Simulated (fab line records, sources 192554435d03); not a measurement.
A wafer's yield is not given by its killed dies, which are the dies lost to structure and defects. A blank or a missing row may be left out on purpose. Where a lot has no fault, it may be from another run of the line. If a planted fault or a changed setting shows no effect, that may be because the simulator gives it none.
Code-filled problem report in 8D (eight disciplines) form    flow n5Finfet    the parts of the form that need people (team, actions taken, sign-off) are left out

== 1. PROBLEM STATEMENT ==
rfFwdPowerW at N5_FIN_CUT_CUT_ETCH_26 reads a mean of 484.5 W on 2 wafers of 2 lots; wafers without a fault read 391.5 W with a standard deviation of 1.4. That puts it +66 standard deviations away from the usual mean.
The step: etches SiNx in CH3F/O2, target depth 39 nm, time 55.7 s.
The first sign was on wafer L295.4 at day 5 17:57, on rieDiel-06. Wafers with a number at this step in the record: 29, from 10 lots. The rule behind "out" and "out of limits": a value lying over 4 standard deviations away from the usual mean. All remaining wafers that have a number are taken as sound.

== 2. WHAT THIS IS AND IS NOT ==
question                     is                   is not
which readings at this step  rfFwdPowerW, rfVppV  drypumpMotorCurrentA, oes_o_777_au, oesProductAu, showerheadPlenumPTorr, throttleValvePct
which lots                   L295, L296           L281, L284, L285, L288, L290, L293, L294, L300
which wafers of those lots   L295.4, L296.3       L295.3, L295.6, L296.1, L296.2
read on which tools          rieDiel-06           rieDiel-04, rieDiel-05
when                         from day 5 17:57     up to then (23 sound wafers); but 4 sound wafers of L296, L300 came after

== 3. THE SUSPECTS, EACH WITH WHAT RULES IT OUT ==
Counting: if a tool at a process step up to the reading ran every lot that is out, it stays a suspect. Sound lots after the first of them don't rule it out here, since some wafers of a struck lot are sound.
- rieDiel-06 at N5_FIN_CUT_CUT_ETCH_26 (etches SiNx in CH3F/O2, target depth 39 nm, time 55.7 s): kept. Ran every lot that is out, first one L295 (day 5 17:57); last sound lot up to then L290 (day 4 12:01). On those wafers its own readings are out: rfFwdPowerW, rfVppV.
- Within rieDiel-06 at N5_FIN_CUT_CUT_ETCH_26: the wafers that are out ran in chamber 2; their sound lot-mates ran in chambers 0, 3.
Remaining after the count: rieDiel-06 at N5_FIN_CUT_CUT_ETCH_26.

== 4. THE CAUSE (what the simulator had put in) ==
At N5_FIN_CUT_CUT_ETCH_26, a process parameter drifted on rieDiel-06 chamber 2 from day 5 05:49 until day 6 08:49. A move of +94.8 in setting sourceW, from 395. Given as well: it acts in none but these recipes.
Counting left only this tool.

== 5. THE EFFECT CHAIN, in route order ==
Each row: a reading where the mean over the struck wafers with a number is more than 3 standard deviations away from the usual. Only readings whose record carries a usual standard deviation are examined. hours: median over the lots of the time between each lot's start at the first step of this table that gives one and its start at this step. sigmas: the change, counted in usual standard deviations.
hours  step                    reading      usual    on struck wafers  change  sigmas
0      N5_FIN_CUT_CUT_ETCH_26  rfFwdPowerW  391.5 W  484.5             +93.0   +66
0      N5_FIN_CUT_CUT_ETCH_26  rfVppV       297 V    274               -24     -6.2
The process steps in it:
- N5_FIN_CUT_CUT_ETCH_26: etches SiNx in CH3F/O2, target depth 39 nm, time 55.7 s.
At these later measuring or inspecting steps, every struck wafer for which the step has a row has a number for every such reading, and none has moved that far: N5_BEOL_M4_RC_MEAS_101.

== 6. HOW IT WOULD HAVE BEEN CAUGHT EARLIER ==
12 hours passed between the start of the fault at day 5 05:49 and the first reading out of limits in this record, taken at day 5 17:57.
